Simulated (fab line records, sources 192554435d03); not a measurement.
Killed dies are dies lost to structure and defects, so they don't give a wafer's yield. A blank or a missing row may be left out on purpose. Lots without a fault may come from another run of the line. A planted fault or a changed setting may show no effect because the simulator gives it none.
fab line records | flow n5_finfet
record lots=3 wafers=8 last_day=17
route steps=1938 shown BEOL_M4@1099 BEOL_M5@1112 BEOL_M11@1596 PASSIVATION@1936
lots that met no fault: from a run of the same line without faults
start_h: hours from the record's first day to the start of the lot's first wafer shown | wait_h: hours since the lot's step before | " the same as in the row above | L1.1+2: a row that stands for several wafers | - no value, or no start given | * or withheld: withheld | < > ~ a bound
route shown NAME@n: a module of which the file shows steps, and the number in the route of the first | usual: mean/standard deviation of fault-free wafers | same: alike in all rows | chamber/n: place in a boat | sites: the reading at each site | _std_site: their standard deviation | _edge_site: outer sites' mean less inner sites' | radius_mm: how far each site lies from the wafer's centre | mask NAME#n: copy n | behind: the tool/chamber that last shaped the wafer | hold: why the lot was held/for how many hours/how that ended | device: the transistor (n, p or np) that didn't switch | end of line: the same wafers' tests at the end of the route | a step without rows: its recipe alone | killed: dies lost to structure and defects at the first sort, not the wafer's yield | map: a wafer's dies, x killed, . not, _ none there
set.NAME: the setting as run; set.NAME@STEP: as run at that earlier step | model.NAME: the simulator's own value behind a step, which no gauge read
lots at some steps of the route; a table a step, a row a wafer
services: from which hour (start_h, from the record's first day; less than 0 if before it) a tool's chamber was out of use, for how many hours, and why
## steps
# step N5_BEOL_M4_ANNEAL_95
# recipe temp_c=400 time_s=240 ambient=vacuum
# step N5_BEOL_M4_SPUTTER_96
# recipe material=Cu target_thk_a=45 temp_c=-20 chamber_pressure_pa=0.07 power_w=withheld time_s=8.29
# step N5_BEOL_M4_ECD_50
# recipe material=Cu target_thk_a=3000
# step N5_BEOL_M4_ANNEAL_51
# recipe temp_c=225 time_s=90 ambient=N2
# step N5_BEOL_M4_CMP_52
# recipe stop_on=SiOC t_overpolish_s=6.8 down_force_psi=1 platen_rpm=50 clearing_platen_down_force_psi=1.5 clearing_platen_rpm=50 post_cmp_clean=cu_alkaline target_thk_nm=40 clearing_platen_pad_velocity_m_s=0.99484 pad_velocity_m_s=0.99484
# step N5_BEOL_M4_PRE_CLEAN_60
# recipe gas=NH3/H2 time_s=15 temp_c=* rf_power_w=300
# step N5_BEOL_M4_CO_CAP_55
# recipe material=Co target_thk_a=20 temp_c=200 precursor=CCTBA/H2 pressure_torr=30 time_s=102.1
# step N5_BEOL_M4_PRE_CLEAN_56
# recipe gas=NH3 time_s=15 temp_c=withheld rf_power_w=300
# step N5_BEOL_M4_DEP_57
# recipe material=SiCN target_thk_a=80 temp_c=withheld precursor=3MS/NH3 pressure_torr=3 rf_w=202 time_s=14
# step N5_BEOL_M4_RC_MEAS_101
# usual DIBL_N=36.3/2.2 DIBL_P=36.0/2.4 IOFF_N=0.16/0.042 IOFF_P=0.22/0.041 ION_N=672/14 ION_P=462/7.9 SS_N=71.7/0.76 SS_P=73.3/0.72 VT_N=250/3.6 VT_P=-249/3
# columns lot.wafer tool chamber start_h wait_h DIBL_N[mV/V] DIBL_P[mV/V] IOFF_N[nA/um] IOFF_P[nA/um] ION_N[uA/um] ION_P[uA/um] SS_N[mV/dec] SS_P[mV/dec] VT_N[mV] VT_P[mV]
L960.3 prober-01 0 205.51 0.3 34.7 34.8 0.14 0.20 664 461 71.5 72.4 251 -251
L960.4 " 0 " " 36.1 35.8 0.15 0.20 667 454 71.8 73.6 254 -250
L960.5 " 0 " " 35.9 36.1 0.16 0.21 672 462 71.8 72.9 252 -252
L969.2 prober-02 0 249.84 0.2 36.3 37.3 0.21 0.30 674 472 72.5 73.7 247 -243
L969.4 " 0 " " 31.3 31.8 0.11 0.19 669 470 71.0 72.7 252 -251
L972.3 prober-01 0 295.20 0.3 39.2 38.1 0.21 0.26 705 475 71.9 73.8 248 -247
L972.4 " 0 " " 36.5 35.3 0.15 0.21 671 467 71.1 73.7 252 -252
L972.5 " 0 " " 35.1 33.1 0.13 0.19 669 463 71.2 73.0 250 -251
# step N5_BEOL_M5_ILD_DEP_00
# recipe material=SiCOH_lowk target_thk_a=1406.4 temp_c=300 precursor=DEMS/porogen pressure_torr=5 rf_w=500 time_s=25.9
# step N5_BEOL_M5_CURE_79
# recipe temp_c=385 time_s=240 ambient=He/Ar material=SiCOH_lowk
# step N5_BEOL_M5_PECVD_70
# recipe material=SiO2 target_thk_a=160 temp_c=400 precursor=TEOS/O2 pressure_torr=5.5 rf_w=450 teos_flow_sccm=53.8 gas=O2 flow_sccm=3000 time_s=18
# step N5_BEOL_M5_HM_DEP_02
# recipe material=TiN target_thk_a=200 temp_c=25 chamber_pressure_pa=0.49996
# step N5_BEOL_M5_COAT_59
# recipe resist=SOC temp_c=250 time_s=60 spin_rpm=1500 resist_thk_nm=60
# step N5_BEOL_M5_COAT_60
# recipe resist=SiARC temp_c=220 time_s=60 spin_rpm=1500 resist_thk_nm=12
# step N5_BEOL_M5_COAT_71
# recipe resist=underlayer temp_c=205 time_s=60 spin_rpm=1500 resist_thk_nm=5
# step N5_BEOL_M5_COAT_05
# recipe resist=CAR-EUV spin_rpm=1500 resist_thk_nm=30
# step N5_BEOL_M5_EBR_07
# recipe solvent=PGMEA ebr_width_mm=1.5
# step N5_BEOL_M5_SOFTBAKE_06
# recipe temp_c=110 time_s=60 resist=CAR-EUV
# step N5_BEOL_M5_EXPOSE_08
# recipe mask_id=M5 na=0.33 source_shape=annular sigma_inner=0.4 sigma_outer=0.8 polarization=unpolarized target_cd_nm=28 dose_mj=35.75
# step N5_BEOL_M5_PEB_09
# recipe peb_temp_c=100 peb_time_s=60 resist=CAR-EUV
# step N5_BEOL_M5_DEVELOP_10
# recipe develop_time_s=30 developer=TMAH resist=CAR-EUV rinse_liquid=surfactant_rinse dry=air_spin dev_temp_c=23
# step N5_BEOL_M5_DESCUM_16
# recipe chemistry=O2 time_s=7 source_power_w=50 bias_power_w=20 pressure_mtorr=20 rf_frequency_hz=2.712e+07 temp_c=40 resist=CAR-EUV o2_flow_sccm=225
# step N5_BEOL_M5_ETCH_72
# recipe chemistry=N2/H2 target=underlayer target_depth_a=65 mask_material=CAR-EUV time_s=5.2 ion_energy_ev=200 pressure_mtorr=30 source_w=840 bias_w=150 n2_flow_sccm=200 h2_flow_sccm=200 ends=cleared
# step N5_BEOL_M5_ETCH_61
# recipe chemistry=CF4 target=SiARC target_depth_a=156 mask_material=CAR-EUV time_s=26 ion_energy_ev=80 pressure_mtorr=40 source_w=545 bias_w=36 Ar_flow_sccm=100 cf4_flow_sccm=100 ends=cleared
# step N5_BEOL_M5_ETCH_62
# recipe chemistry=N2/H2 target=SOC target_depth_a=750 overetch_a=150 mask_material=SiARC temp_c=40 time_s=112.5 ion_energy_ev=200 pressure_mtorr=30 source_w=840 bias_w=150 n2_flow_sccm=200 h2_flow_sccm=200
# step N5_BEOL_M5_STRIP_63
# recipe chemistry=N2/H2 temp_c=40 n2_flow_sccm=200 h2_flow_sccm=200 rf_frequency_hz=6e+07
# step N5_BEOL_M5_STRIP_73
# recipe chemistry=N2/H2 temp_c=40 n2_flow_sccm=200 h2_flow_sccm=200 rf_frequency_hz=6e+07
# step N5_BEOL_M5_STRIP_64
# recipe chemistry=CF4 resist=SiARC power_w=300 bias_power_w=75 pressure_mtorr=50 cf4_flow_sccm=150 rf_frequency_hz=6e+07
# step N5_BEOL_M5_HM_OPEN_17
# recipe chemistry=Cl2/BCl3 target_depth_a=200 overetch_a=60 target=TiN mask_material=SOC ion_energy_ev=150 pressure_mtorr=10 icp_w=1000 bias_w=126 Cl2_flow_sccm=53.25 bcl3_flow_sccm=21.75 Ar_flow_sccm=25
# step N5_BEOL_M5_STRIP_19
# recipe chemistry=O2 power_w=400 temp_c=40 pressure_mtorr=30 rf_frequency_hz=6e+07 bias_power_w=0 overash_fraction=0.2 o2_flow_sccm=225
# step N5_BEOL_M5_COAT_65
# recipe resist=SOC temp_c=250 time_s=60 spin_rpm=1500 resist_thk_nm=60
# step N5_BEOL_M5_COAT_66
# recipe resist=SiARC temp_c=220 time_s=60 spin_rpm=1500 resist_thk_nm=12
# step N5_BEOL_M11_CMP_52
# recipe stop_on=SiCOH_lowk t_overpolish_s=7 down_force_psi=1 platen_rpm=50 clearing_platen_down_force_psi=1.5 clearing_platen_rpm=50 post_cmp_clean=cu_alkaline target_thk_nm=140 clearing_platen_pad_velocity_m_s=0.99484 pad_velocity_m_s=0.99484
# usual barrier_field_endpoint_s=29.1/0.77 motor_current_A=5.8/0.79 overpolish_run_s=7.000/0.0089 slurry_flow_ml_min=150.0/0.47 time_to_endpoint_s=67/3.6
# columns lot.wafer tool chamber start_h wait_h barrier_field_endpoint_s motor_current_A overpolish_run_s slurry_flow_ml_min time_to_endpoint_s
L960.4 cmp-01 1 261.72 0.3 28.9 5.9 7.002 150.2 66
L960.3 " 2 " " 30.1 6.5 6.992 149.9 72
L960.5 " 2 " " 29.5 6.4 7.000 150.0 67
L969.4 cmp-01 2 317.80 0.2 46.8 6.5 0.036 149.5 86
L969.2 " 3 " " 29.8 6.5 6.998 150.0 68
L972.3 cmp-03 3 362.13 0.2 30.4 6.9 7.004 149.8 73
L972.4 " 0 " " 29.5 5.3 7.007 150.2 72
L972.5 " 1 " " 29.4 4.8 6.999 150.2 69
# step N5_BEOL_M11_THK_MEAS_53
# recipe thk_meas_gauge=xrf reads=Cu_of_BEOL_M11_ECD_50
# usual M11_THK=139.9/2.8
# columns lot.wafer tool chamber start_h wait_h M11_THK[nm]
L960.3 film_metro-01 - 262.02 - 141.9
L960.4 " - " " 143.4
L960.5 " - " " 139.5
L969.2 film_metro-01 - 318.02 - 140.1
L969.4 " - " " 256.9
L972.3 film_metro-01 - 362.35 - 143.9
L972.4 " - " " 141.9
L972.5 " - " " 141.9
# step N5_BEOL_M11_INSPECT_58
# recipe inspect_instrument=darkfield mode=post_dep
# usual raw_defect_count=73/23
# columns lot.wafer tool chamber start_h wait_h raw_defect_count
L960.3 defect_inspect-02 - 262.17 0.0 53
L960.4 " - " " 117
L960.5 " - " " 78
L969.2 defect_inspect-01 - 318.17 0.0 72
L969.4 " - " " 1090
L972.3 defect_inspect-01 - 362.50 0.0 75
L972.4 " - " " 78
L972.5 " - " " 102
# step N5_PASSIVATION_PROBE_49
# usual defect_limited_yield=91.3/1.7 killed_at_M0_to_M3=33/9.9 killed_at_M4_up=14/6.4 killed_at_contacts=12/7 killed_at_front_end=41/13 killed_at_other=3.1/2.9 killed_dies=103/20 killed_on_rim=13/4 killed_open=67/14 killed_short=34/9.4 sort_bin_5_function=5.1/1.1 sort_bin_6_memory=3.2/0.79 sort_n_pass=1077/21 sort_yield_pct=91.2/1.7
# same gross_dies=1180 killed_at_back_side=0 sort_bin_4_leakage[%]=0 sort_bin_8_speed[%]=0
# columns lot.wafer tool chamber start_h wait_h defect_limited_yield[%] killed_at_M0_to_M3 killed_at_M4_up killed_at_contacts killed_at_front_end killed_at_other killed_dies killed_on_rim killed_open killed_short sort_bin_5_function[%] sort_bin_6_memory[%] sort_n_pass sort_yield_pct[%]
L960.3 prober-01 - 305.77 0.1 87.7 43 24 7 71 0 145 15 91 52 7.7 4.3 1035 87.7
L960.4 prober-01 - 305.82 0.2 88.5 35 25 9 67 0 136 17 81 44 6.3 4.2 1044 88.5
L960.5 prober-01 - 305.87 0.2 86.4 46 22 25 67 1 161 20 105 55 7.3 5.6 1019 86.4
L969.2 prober-01 - 362.36 0.1 92.4 26 9 6 37 12 90 7 53 34 4.9 2.4 1090 92.4
L969.4 prober-01 - 362.46 0.2 0 20 1104 9 39 8 1180 152 61 24 4.2 2.8 0 0
L972.3 prober-01 - 402.55 0.1 94.1 31 4 12 16 7 70 16 48 19 2.7 3.0 1110 94.1
L972.4 prober-01 - 402.60 0.2 92.1 33 8 14 35 3 93 10 66 25 4.2 3.4 1087 92.1
L972.5 prober-01 - 402.65 0.2 92.6 26 8 12 32 9 87 12 52 31 4.4 3.0 1093 92.6
# killed by level:class
L960.3 FIN_SAQP:geometric_particle:open=16 STI_FIN_REVEAL:geometric_particle:open=12 BEOL_M0_SAQP:geometric_particle:short=12 FIN_SAQP:geometric_particle:short=11 DUMMY_GATE:geometric_particle:open=9 BEOL_M4:geometric_particle:open=9 MOL_CONTACT_COAG:geometric_particle:open=7 BEOL_M0_SAQP:geometric_particle:open=7
L960.4 BEOL_M4:geometric_particle:open=15 FIN_SAQP:geometric_particle:short=11 STI_FIN_REVEAL:geometric_particle:open=11 BEOL_M0_SAQP:geometric_particle:short=10 BEOL_M0_SAQP:geometric_particle:open=10 FIN_SAQP:geometric_particle:open=9 MOL_CONTACT_COAG:geometric_particle:open=9 HKMG_FIN:area_etch=8
L960.5 MOL_CONTACT_COAG:geometric_particle:open=18 FIN_SAQP:geometric_particle:open=16 BEOL_M0_SAQP:geometric_particle:short=16 STI_FIN_REVEAL:geometric_particle:open=15 FIN_SAQP:geometric_particle:short=11 BEOL_M4:geometric_particle:open=8 STI_FIN_REVEAL:geometric_particle:short=7 BEOL_M0_SAQP:geometric_particle:open=7
L969.2 GATE_CUT:geometric_particle:short=8 FIN_SAQP:geometric_particle:open=7 BEOL_M3:geometric_particle:open=7 STI_FIN_REVEAL:geometric_particle:open=7 BEOL_M0_SAQP:geometric_particle:open=6 MOL_CONTACT_COAG:geometric_particle:open=5 STARTING-WAFER:geometric_particle:open=4 BEOL_M2:geometric_particle:open=4
L969.4 BEOL_M11:area_cmp=1094 FIN_SAQP:geometric_particle:open=12 MOL_CONTACT_COAG:geometric_particle:open=8 STI_FIN_REVEAL:geometric_particle:open=7 BEOL_M1:geometric_particle:open=6 GATE_CUT:geometric_particle:open=5 BEOL_M0_SAQP:geometric_particle:open=4 PASS1_CAP:geometric_particle:short=4
L972.3 MOL_CONTACT_COAG:geometric_particle:open=12 DUMMY_GATE:geometric_particle:open=6 BEOL_M3:geometric_particle:open=6 BEOL_M2:geometric_particle:open=5 BEOL_M1:geometric_particle:short=4 MIM_TOP_ETCH:geometric_particle:short=4 MIM_TOP_ETCH:geometric_particle:open=3 BEOL_M0:geometric_particle:open=3
L972.4 BEOL_M3:geometric_particle:open=11 MOL_CONTACT_COAG:geometric_particle:open=11 STARTING-WAFER:geometric_particle:open=7 DUMMY_GATE:geometric_particle:open=5 BEOL_M0:geometric_particle:open=5 FIN_CUT:geometric_particle:open=4 STI_FIN_REVEAL:geometric_particle:open=3 GATE_CUT:geometric_particle:open=3
L972.5 BEOL_M3:geometric_particle:open=13 MOL_CONTACT_COAG:geometric_particle:open=11 STI_FIN_REVEAL:geometric_particle:open=8 STARTING-WAFER:geometric_particle:short=6 GATE_CUT:geometric_particle:short=5 BEOL_M2:geometric_particle:open=4 MIM_TOP_ETCH:geometric_particle:short=3 STARTING-WAFER:geometric_particle:open=3
# map L969.4 (x killed, . not)
_________________xxxxxxxxxxxx________________
______________xxxxxxxxxxxxxxxxxx_____________
___________xxxxxxxxxxxxxxxxxxxxxxxx__________
__________xxxxxxxxxxxxxxxxxxxxxxxxxx_________
________xxxxxxxxxxxxxxxxxxxxxxxxxxxxxx_______
_______xxxxxxxxxxxxxxxxxxxxxxxxxxxxxxxx______
______xxxxxxxxxxxxxxxxxxxxxxxxxxxxxxxxxx_____
_____xxxxxxxxxxxxxxxxxxxxxxxxxxxxxxxxxxxx____
____xxxxxxxxxxxxxxxxxxxxxxxxxxxxxxxxxxxxxx___
___xxxxxxxxxxxxxxxxxxxxxxxxxxxxxxxxxxxxxxxx__
___xxxxxxxxxxxxxxxxxxxxxxxxxxxxxxxxxxxxxxxx__
__xxxxxxxxxxxxxxxxxxxxxxxxxxxxxxxxxxxxxxxxxx_
__xxxxxxxxxxxxxxxxxxxxxxxxxxxxxxxxxxxxxxxxxx_
_xxxxxxxxxxxxxxxxxxxxxxxxxxxxxxxxxxxxxxxxxxxx
_xxxxxxxxxxxxxxxxxxxxxxxxxxxxxxxxxxxxxxxxxxxx
_xxxxxxxxxxxxxxxxxxxxxxxxxxxxxxxxxxxxxxxxxxxx
_xxxxxxxxxxxxxxxxxxxxxxxxxxxxxxxxxxxxxxxxxxxx
_xxxxxxxxxxxxxxxxxxxxxxxxxxxxxxxxxxxxxxxxxxxx
_xxxxxxxxxxxxxxxxxxxxxxxxxxxxxxxxxxxxxxxxxxxx
_xxxxxxxxxxxxxxxxxxxxxxxxxxxxxxxxxxxxxxxxxxxx
_xxxxxxxxxxxxxxxxxxxxxxxxxxxxxxxxxxxxxxxxxxxx
__xxxxxxxxxxxxxxxxxxxxxxxxxxxxxxxxxxxxxxxxxx_
__xxxxxxxxxxxxxxxxxxxxxxxxxxxxxxxxxxxxxxxxxx_
___xxxxxxxxxxxxxxxxxxxxxxxxxxxxxxxxxxxxxxxx__
___xxxxxxxxxxxxxxxxxxxxxxxxxxxxxxxxxxxxxxxx__
____xxxxxxxxxxxxxxxxxxxxxxxxxxxxxxxxxxxxxx___
_____xxxxxxxxxxxxxxxxxxxxxxxxxxxxxxxxxxxx____
______xxxxxxxxxxxxxxxxxxxxxxxxxxxxxxxxxx_____
_______xxxxxxxxxxxxxxxxxxxxxxxxxxxxxxxx______
________xxxxxxxxxxxxxxxxxxxxxxxxxxxxxx_______
__________xxxxxxxxxxxxxxxxxxxxxxxxxx_________
___________xxxxxxxxxxxxxxxxxxxxxxxx__________
______________xxxxxxxxxxxxxxxxxx_____________
_________________xxxxxxxxxxxx________________
# map L960.5 (x killed, . not)
_________________..x...x.....________________
______________.x..............x._____________
___________.....x..................__________
__________x.............x..........._________
________..x......x..x.x..............._______
_______x.x............xx.x...x...x.x...______
______.x...x.................x.....x...._____
_____.x....................x.............____
____......x..x..........x......x.....xxx..___
___x...x.x....x..x...........xxx...........__
___......x.............x..x...............x__
__.............x............x.xx.....x......_
__..x......x.....x.x................x......._
_...........x.x...x.............x........x..x
_.....x.x.............x......................
_x.x....x..x.................x.xxx...........
_.x........x......x.............x..x.........
_.............x..........................x...
_.....x..........x........xxx...x............
_....x............x...x.........xx.........x.
_x..x.xxx.............xx.x......xx.....x.....
__....x.......xx....x...........x..........._
__..x......x...xx....................x......_
___.............x...x............xx...xx...__
___.xx..x....x..x...x................x..xx.__
____.......x....x...x.x..x........x.......___
_____..x...............x.x..........x....____
______x......x......x........x.....x...._____
_______..xx......xx..xxx.......x...x...______
________.x....x.........x..x.........._______
__________.....x.....x.............._________
___________..........x..x..........__________
______________........x.....x..._____________
_________________.x..........________________
## services
# columns tool chamber start_h hours kind
cmp-03 - 241.95 4.0 pm
cmp-03 - 245.95 - consumable_replace:conditioner
cmp-03 - 245.95 - consumable_replace:pad
cmp-01 - 281.83 4.0 pm
cmp-01 - 285.83 - consumable_replace:conditioner
cmp-01 - 285.83 - consumable_replace:pad
cmp-03 - 305.92 0.2 repair
cmp-01 - 337.59 2.7 repair
cmp-03 - 349.19 5.2 pm
## key
first_sign step=N5_BEOL_M11_CMP_52 reading=overpolish_run_s direction=down sigmas=99+ usual=7.000 struck=0.036
effect step=N5_BEOL_M11_CMP_52 reading=barrier_field_endpoint_s direction=up sigmas=23 usual=29.1 struck=46.8
effect step=N5_BEOL_M11_THK_MEAS_53 reading=M11_THK direction=up sigmas=42 usual=139.9 struck=256.9
effect step=N5_BEOL_M11_INSPECT_58 reading=raw_defect_count direction=up sigmas=44 usual=73 struck=1090
effect step=N5_PASSIVATION_PROBE_49 reading=killed_at_M4_up direction=up sigmas=99+ usual=14 struck=1104
more_kills_born_at N5_BEOL_M11_CMP_52@cmp-01=1094
met_at N5_BEOL_M11_CMP_52
struck_wafers L969.4
later_rows_left_out L969.4
onset_between 261.72 317.80
fault kind=process_parameter_drift tool=cmp-01 chamber=- onset_h=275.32 steps=N5_BEOL_M11_CMP_52 channel=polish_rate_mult offset=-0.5 shape=step end_h=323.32 scope=struck_wafers_only
# later_rows_left_out: the simulator's readings of these wafers behind a module that went badly wrong aren't trusted and aren't shown, but for the sort
